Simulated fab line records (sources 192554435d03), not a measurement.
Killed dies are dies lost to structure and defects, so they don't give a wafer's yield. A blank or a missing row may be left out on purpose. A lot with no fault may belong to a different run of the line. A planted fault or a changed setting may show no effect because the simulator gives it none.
2 desks looking at one fault	flow n5-finfet	each desk holds nothing but its own numbers, with what lay behind them at the end

AT THE TOOL OWNER'S DESK: rie-diel-06
The tool's own readings at N5_BEOL_M6_TRENCH_ETCH_37 (etches SiCOH lowk in C4F6/O2, target depth 94.435 nm, time 31.5 s): means of the sampled wafers that have a number, for each lot that ran on this tool. If a lot's mean is further than 4 standard deviations from the usual mean, the lot is out of limits and carries the mark OUT (the distance appears in the brackets).
Columns: A = drypump-motor-current-A at N5_BEOL_M6_TRENCH_ETCH_37, usual 5.6 A; B = oes_o_777_au at N5_BEOL_M6_TRENCH_ETCH_37, usual 0.79 a.u.; C = oes-product-au at N5_BEOL_M6_TRENCH_ETCH_37, usual 0.79 a.u.; D = rf-vpp-V at N5_BEOL_M6_TRENCH_ETCH_37, usual 672 V; E = showerhead-plenum-p-Torr at N5_BEOL_M6_TRENCH_ETCH_37, usual 2.86 Torr; F = throttle-valve-pct at N5_BEOL_M6_TRENCH_ETCH_37, usual 20.91 %
lot	first seen here	A	B	C	D	E	F
L330	day 9 11:37	5.2	0.76	0.76	668	2.86	20.68
L334	day 10 07:34	5.9	0.80	0.81	664	2.91	21.02
L342	day 12 05:55	5.4	0.90	1.04	661	2.89	20.66
L344	day 12 20:58	5.6	0.82	0.90	675	2.82	20.80
L350	day 15 15:51	5.9	0.76	0.76	663	2.89	21.09
L352	day 15 17:34	5.4	0.80	0.81	682	2.74	20.66
This desk's verdict: no lot among the 6 shows anything out of limits.

METROLOGY DESK
What the gauges read, lot by lot, whatever tool the lot ran on: means of the sampled wafers that have a number. If a lot's mean is further than 4 standard deviations from the usual mean, the lot is out of limits and carries the mark OUT (the distance appears in the brackets). Shown are 7 of the 14 readings it has, namely the first that went out of limits plus those furthest out on some lot.
Columns: A = DIBL_N at N5_BEOL_M4_RC_MEAS_101, usual 37.2 mV/V; B = ION_P at N5_BEOL_M4_RC_MEAS_101, usual 466 uA/um; C = VT_P at N5_BEOL_M4_RC_MEAS_101, usual -248 mV; D = V5_OVL at N5_BEOL_M6_OVL_MEAS_29, usual 0.0 nm; E = trench-depth-nm at N5_BEOL_M6_OCD_MEAS_38, usual 95.0 nm; F = M6_THK at N5_BEOL_M6_THK_MEAS_53, usual 80.3 nm; G = M6_RS at N5_BEOL_M6_RS_MEAS_57, usual 0.285 ohm/sq
lot	first seen here	A	B	C	D	E	F	G
L331	day 8 14:06	38.1	464	-249	-0.8	95.2	81.1	0.282
L330	day 8 17:01	34.6	463	-250	-1.1	95.6	81.0	0.282
L334	day 9 13:08	36.5	468	-248	-0.1	95.2	80.4	0.283
L342	day 11 15:17	36.5	463	-247	-0.2	118.0 (+13) OUT	104.2 (+13) OUT	0.224 (-7.3) OUT
L344	day 11 21:05	38.0	452	-254	1.3	108.2 (+7.3) OUT	94.2 (+7.3) OUT	0.252
L345	day 12 07:14	35.8	471	-247	-0.4	95.5	81.3	0.283
L351	day 14 20:22	34.0	469	-250	0.0	93.9	80.4	0.286
L350	day 14 21:18	36.7	463	-250	0.7	95.3	80.1	0.287
L352	day 15 00:02	37.8	464	-247	1.0	94.5	80.2	0.283
This desk's verdict: out of limits on L342, L344, starting with L342 at day 12 06:04 (trench-depth-nm at N5_BEOL_M6_OCD_MEAS_38). L331, L330, L334, L345, L351, L350, L352 stayed within limits.

PUT TOGETHER
The metrology desk could have raised an alarm at day 12 06:04, on L342, L344.
Nothing out of limits was seen by the tool owner's desk.
Tool owner's desk: L342, L344 on record, inside its limits.
Every lot named ran N5_BEOL_M6_TRENCH_ETCH_37 on rie-diel-06.

WHAT THE SIMULATOR HAD PUT IN
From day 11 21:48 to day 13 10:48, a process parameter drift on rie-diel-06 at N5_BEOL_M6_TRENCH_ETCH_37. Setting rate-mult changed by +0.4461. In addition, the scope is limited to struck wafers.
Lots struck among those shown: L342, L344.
Per desk, hours elapsed from the start of the fault to the first reading out of limits: for the metrology desk, 8.
